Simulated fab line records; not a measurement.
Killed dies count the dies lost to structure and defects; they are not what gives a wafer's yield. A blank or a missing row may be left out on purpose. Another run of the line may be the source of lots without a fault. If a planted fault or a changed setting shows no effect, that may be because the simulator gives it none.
What tool caused it? / flow n5_finfet / Sampling: 12 lots, 34 wafers, 5 of 1938 route steps

## WHAT THE GAUGES READ, wafer by wafer
N5_BEOL_M10_CD_MEAS_35 targets a cd of 70 nm. Usual: 69.9 nm for cd_nm, sd 0.65.
lot=L267; measured=day 10 04:55; on=cd_sem-02; cd_nm (nm)=69.4 70.3 69.6; flag=
lot=L268; measured=day 10 18:01; on=cd_sem-01; cd_nm (nm)=69.6 70.4 69.4; flag=
lot=L271; measured=day 11 03:59; on=cd_sem-01; cd_nm (nm)=70.3 70.3 70.2; flag=
lot=L274; measured=day 12 03:53; on=cd_sem-03; cd_nm (nm)=70.5 70.7 70.9; flag=
lot=L276; measured=day 13 02:47; on=cd_sem-02; cd_nm (nm)=69.4 69.1; flag=
lot=L272; measured=day 13 16:33; on=cd_sem-02; cd_nm (nm)=70.0 70.5; flag=
lot=L281; measured=day 14 20:53; on=cd_sem-02; cd_nm (nm)=70.3 70.0 69.6; flag=
lot=L284; measured=day 15 07:40; on=cd_sem-02; cd_nm (nm)=70.2 69.1 70.1; flag=
lot=L289; measured=day 16 13:43; on=cd_sem-03; cd_nm (nm)=69.4 69.5 69.6; flag=
lot=L285; measured=day 16 16:56; on=cd_sem-03; cd_nm (nm)=70.4 71.5 71.8; flag=
lot=L288; measured=day 16 21:53; on=cd_sem-03; cd_nm (nm)=69.7 69.5 69.2; flag=
lot=L290; measured=day 16 22:47; on=cd_sem-01; cd_nm (nm)=69.1 69.7 69.8; flag=

N5_BEOL_M11_THK_MEAS_01. Usual: M11_ILD_THK typically reads 268 nm, with standard deviation 4.
lot=L267; measured=day 10 07:31; on=film_metro-01; M11_ILD_THK (nm)=265 267 268; flag=
lot=L268; measured=day 10 22:56; on=film_metro-01; M11_ILD_THK (nm)=263 270 270; flag=
lot=L271; measured=day 11 07:47; on=film_metro-02; M11_ILD_THK (nm)=264 269 269; flag=
lot=L274; measured=day 12 07:53; on=film_metro-02; M11_ILD_THK (nm)=265 268 276; flag=
lot=L276; measured=day 13 07:04; on=film_metro-01; M11_ILD_THK (nm)=271 233; flag=OFF
lot=L272; measured=day 13 20:43; on=film_metro-01; M11_ILD_THK (nm)=221 231; flag=OFF
lot=L281; measured=day 15 01:53; on=film_metro-01; M11_ILD_THK (nm)=268 263 271; flag=
lot=L284; measured=day 15 10:59; on=film_metro-02; M11_ILD_THK (nm)=270 270 269; flag=
lot=L289; measured=day 16 17:09; on=film_metro-02; M11_ILD_THK (nm)=266 264 263; flag=
lot=L285; measured=day 16 19:56; on=film_metro-01; M11_ILD_THK (nm)=264 260 268; flag=
lot=L288; measured=day 17 01:32; on=film_metro-02; M11_ILD_THK (nm)=267 274 266; flag=
lot=L290; measured=day 17 03:35; on=film_metro-02; M11_ILD_THK (nm)=262 266 272; flag=

## TOOL THAT RAN EACH LOT (tool first, then ch and the chambers of the sampled wafers, then the start)
lot=L267; N5_BEOL_M10_PRE_CLEAN_45=pvd_sputter-01, day 10 05:20; N5_BEOL_M10_SPUTTER_48=pvd_sputter-01, day 10 05:54; N5_BEOL_M11_ILD_DEP_00=pecvd-02 ch 1,2, day 10 06:55
lot=L268; N5_BEOL_M10_PRE_CLEAN_45=pvd_sputter-01, day 10 18:53; N5_BEOL_M10_SPUTTER_48=pvd_sputter-02, day 10 21:09; N5_BEOL_M11_ILD_DEP_00=pecvd-01 ch 0,2, day 10 22:20
lot=L271; N5_BEOL_M10_PRE_CLEAN_45=pvd_sputter-03, day 11 04:47; N5_BEOL_M10_SPUTTER_48=pvd_sputter-03, day 11 05:22; N5_BEOL_M11_ILD_DEP_00=pecvd-02 ch 1,2, day 11 06:43
lot=L274; N5_BEOL_M10_PRE_CLEAN_45=pvd_sputter-02, day 12 04:23; N5_BEOL_M10_SPUTTER_48=pvd_sputter-01, day 12 05:28; N5_BEOL_M11_ILD_DEP_00=pecvd-01 ch 0,1,2, day 12 07:18
lot=L276; N5_BEOL_M10_PRE_CLEAN_45=pvd_sputter-01, day 13 03:33; N5_BEOL_M10_SPUTTER_48=pvd_sputter-02, day 13 05:28; N5_BEOL_M11_ILD_DEP_00=pecvd-02 ch 0, day 13 06:29
lot=L272; N5_BEOL_M10_PRE_CLEAN_45=pvd_sputter-02, day 13 17:01; N5_BEOL_M10_SPUTTER_48=pvd_sputter-03, day 13 19:00; N5_BEOL_M11_ILD_DEP_00=pecvd-02 ch 1,2, day 13 20:08
lot=L281; N5_BEOL_M10_PRE_CLEAN_45=pvd_sputter-03, day 14 21:17; N5_BEOL_M10_SPUTTER_48=pvd_sputter-02, day 15 00:16; N5_BEOL_M11_ILD_DEP_00=pecvd-01 ch 0,2, day 15 01:18
lot=L284; N5_BEOL_M10_PRE_CLEAN_45=pvd_sputter-02, day 15 08:20; N5_BEOL_M10_SPUTTER_48=pvd_sputter-03, day 15 09:03; N5_BEOL_M11_ILD_DEP_00=pecvd-01 ch 0,1,2, day 15 10:23
lot=L289; N5_BEOL_M10_PRE_CLEAN_45=pvd_sputter-03, day 16 14:22; N5_BEOL_M10_SPUTTER_48=pvd_sputter-02, day 16 15:01; N5_BEOL_M11_ILD_DEP_00=pecvd-03 ch 0,1,2, day 16 16:21
lot=L285; N5_BEOL_M10_PRE_CLEAN_45=pvd_sputter-03, day 16 17:38; N5_BEOL_M10_SPUTTER_48=pvd_sputter-01, day 16 18:14; N5_BEOL_M11_ILD_DEP_00=pecvd-01 ch 1,2, day 16 19:19
lot=L288; N5_BEOL_M10_PRE_CLEAN_45=pvd_sputter-02, day 16 22:35; N5_BEOL_M10_SPUTTER_48=pvd_sputter-03, day 16 23:25; N5_BEOL_M11_ILD_DEP_00=pecvd-02 ch 0,2, day 17 00:44
lot=L290; N5_BEOL_M10_PRE_CLEAN_45=pvd_sputter-02, day 16 23:37; N5_BEOL_M10_SPUTTER_48=pvd_sputter-02, day 17 01:45; N5_BEOL_M11_ILD_DEP_00=pecvd-02 ch 0,2, day 17 02:58
- N5_BEOL_M10_PRE_CLEAN_45: time 30 s.
- N5_BEOL_M10_SPUTTER_48: material Cu, target thk 12 nm, time 2 s.
- N5_BEOL_M11_ILD_DEP_00: deposits SiCOH lowk from DEMS/porogen, target thk 308.51 nm, time 58 s.

## AS READ BY THE TOOLS THEMSELVES (means over the sampled wafers that have a number; for cases with no such wafer, the mark the record gives instead)
N5_BEOL_M10_PRE_CLEAN_45. Usual: 328 W for heater_power_w, sd 31.
lot=L267; tool=pvd_sputter-01; heater_power_w (W)=322; flag=
lot=L268; tool=pvd_sputter-01; heater_power_w (W)=348; flag=
lot=L271; tool=pvd_sputter-03; heater_power_w (W)=334; flag=
lot=L274; tool=pvd_sputter-02; heater_power_w (W)=319; flag=
lot=L276; tool=pvd_sputter-01; heater_power_w (W)=339; flag=
lot=L272; tool=pvd_sputter-02; heater_power_w (W)=334; flag=
lot=L281; tool=pvd_sputter-03; heater_power_w (W)=311; flag=
lot=L284; tool=pvd_sputter-02; heater_power_w (W)=340; flag=
lot=L289; tool=pvd_sputter-03; heater_power_w (W)=391; flag=
lot=L285; tool=pvd_sputter-03; heater_power_w (W)=376; flag=
lot=L288; tool=pvd_sputter-02; heater_power_w (W)=288; flag=
lot=L290; tool=pvd_sputter-02; heater_power_w (W)=322; flag=

N5_BEOL_M10_SPUTTER_48. Usual: 30.0 % for throttle_valve_pct, sd 0.99.
lot=L267; tool=pvd_sputter-01; throttle_valve_pct (%)=30.0; flag=
lot=L268; tool=pvd_sputter-02; throttle_valve_pct (%)=30.3; flag=
lot=L271; tool=pvd_sputter-03; throttle_valve_pct (%)=29.5; flag=
lot=L274; tool=pvd_sputter-01; throttle_valve_pct (%)=29.5; flag=
lot=L276; tool=pvd_sputter-02; throttle_valve_pct (%)=30.5; flag=
lot=L272; tool=pvd_sputter-03; throttle_valve_pct (%)=29.5; flag=
lot=L281; tool=pvd_sputter-02; throttle_valve_pct (%)=30.1; flag=
lot=L284; tool=pvd_sputter-03; throttle_valve_pct (%)=29.3; flag=
lot=L289; tool=pvd_sputter-02; throttle_valve_pct (%)=29.7; flag=
lot=L285; tool=pvd_sputter-01; throttle_valve_pct (%)=30.0; flag=
lot=L288; tool=pvd_sputter-03; throttle_valve_pct (%)=29.3; flag=
lot=L290; tool=pvd_sputter-02; throttle_valve_pct (%)=30.6; flag=

N5_BEOL_M11_ILD_DEP_00. Usual: heater_power_outer_w 128 W, standard deviation 26; heater_power_w 295 W, standard deviation 48; run_length_s 101.0 s, standard deviation 0.56; showerhead_plenum_p_Torr 5.740 Torr, standard deviation 0.015; throttle_valve_pct 13.6 %, standard deviation 0.73.
lot=L267; tool=pecvd-02; heater_power_outer_w (W)=108; heater_power_w (W)=255; run_length_s (s)=101.0; showerhead_plenum_p_Torr (Torr)=5.734; throttle_valve_pct (%)=13.4; flag=
lot=L268; tool=pecvd-01; heater_power_outer_w (W)=149; heater_power_w (W)=310; run_length_s (s)=100.9; showerhead_plenum_p_Torr (Torr)=5.751; throttle_valve_pct (%)=13.2; flag=
lot=L271; tool=pecvd-02; heater_power_outer_w (W)=118; heater_power_w (W)=280; run_length_s (s)=101.2; showerhead_plenum_p_Torr (Torr)=5.750; throttle_valve_pct (%)=12.8; flag=
lot=L274; tool=pecvd-01; heater_power_outer_w (W)=122; heater_power_w (W)=296; run_length_s (s)=101.1; showerhead_plenum_p_Torr (Torr)=5.739; throttle_valve_pct (%)=13.6; flag=
lot=L276; tool=pecvd-02; heater_power_outer_w (W)=89; heater_power_w (W)=220; run_length_s (s)=96.2; showerhead_plenum_p_Torr (Torr)=5.735; throttle_valve_pct (%)=14.4; flag=OFF
lot=L272; tool=pecvd-02; heater_power_outer_w (W)=117; heater_power_w (W)=275; run_length_s (s)=92.0; showerhead_plenum_p_Torr (Torr)=5.736; throttle_valve_pct (%)=13.1; flag=OFF
lot=L281; tool=pecvd-01; heater_power_outer_w (W)=130; heater_power_w (W)=293; run_length_s (s)=100.9; showerhead_plenum_p_Torr (Torr)=5.760; throttle_valve_pct (%)=13.4; flag=
lot=L284; tool=pecvd-01; heater_power_outer_w (W)=153; heater_power_w (W)=338; run_length_s (s)=101.1; showerhead_plenum_p_Torr (Torr)=5.741; throttle_valve_pct (%)=13.7; flag=
lot=L289; tool=pecvd-03; heater_power_outer_w (W)=128; heater_power_w (W)=287; run_length_s (s)=101.0; showerhead_plenum_p_Torr (Torr)=5.738; throttle_valve_pct (%)=13.3; flag=
lot=L285; tool=pecvd-01; heater_power_outer_w (W)=161; heater_power_w (W)=342; run_length_s (s)=101.4; showerhead_plenum_p_Torr (Torr)=5.741; throttle_valve_pct (%)=13.6; flag=
lot=L288; tool=pecvd-02; heater_power_outer_w (W)=131; heater_power_w (W)=292; run_length_s (s)=100.5; showerhead_plenum_p_Torr (Torr)=5.745; throttle_valve_pct (%)=13.8; flag=
lot=L290; tool=pecvd-02; heater_power_outer_w (W)=116; heater_power_w (W)=276; run_length_s (s)=101.0; showerhead_plenum_p_Torr (Torr)=5.747; throttle_valve_pct (%)=13.3; flag=

## THE ANSWER, worked out from the rows above alone
Rule: a lot counts as off when the mean over its wafers that have a number is more than 3 standard deviations away from the usual mean. Also off: a lot with no number at a reading for which 4 or more lots have one. The other lots that the step has rows for count as sound. After the gauges, taken in route order, come the tools' own readings; for these a lot's mean is taken, as printed above. At the first step where some lot is off, the reading lying furthest off is the one used; lots without a number count as furthest.
Off: L276, L272, at N5_BEOL_M11_THK_MEAS_01 (M11_ILD_THK).
A tool fits if, at a process step before that reading, it ran every lot that is off, and no sound lot after the first of them. Not tried: the gauges at N5_BEOL_M11_THK_MEAS_01; whatever is off there is also off at N5_BEOL_M11_ILD_DEP_00, on other tools, and gauge error can't account for it. Not one of the candidates tried fits.

## WHAT THE SIMULATOR PUT IN
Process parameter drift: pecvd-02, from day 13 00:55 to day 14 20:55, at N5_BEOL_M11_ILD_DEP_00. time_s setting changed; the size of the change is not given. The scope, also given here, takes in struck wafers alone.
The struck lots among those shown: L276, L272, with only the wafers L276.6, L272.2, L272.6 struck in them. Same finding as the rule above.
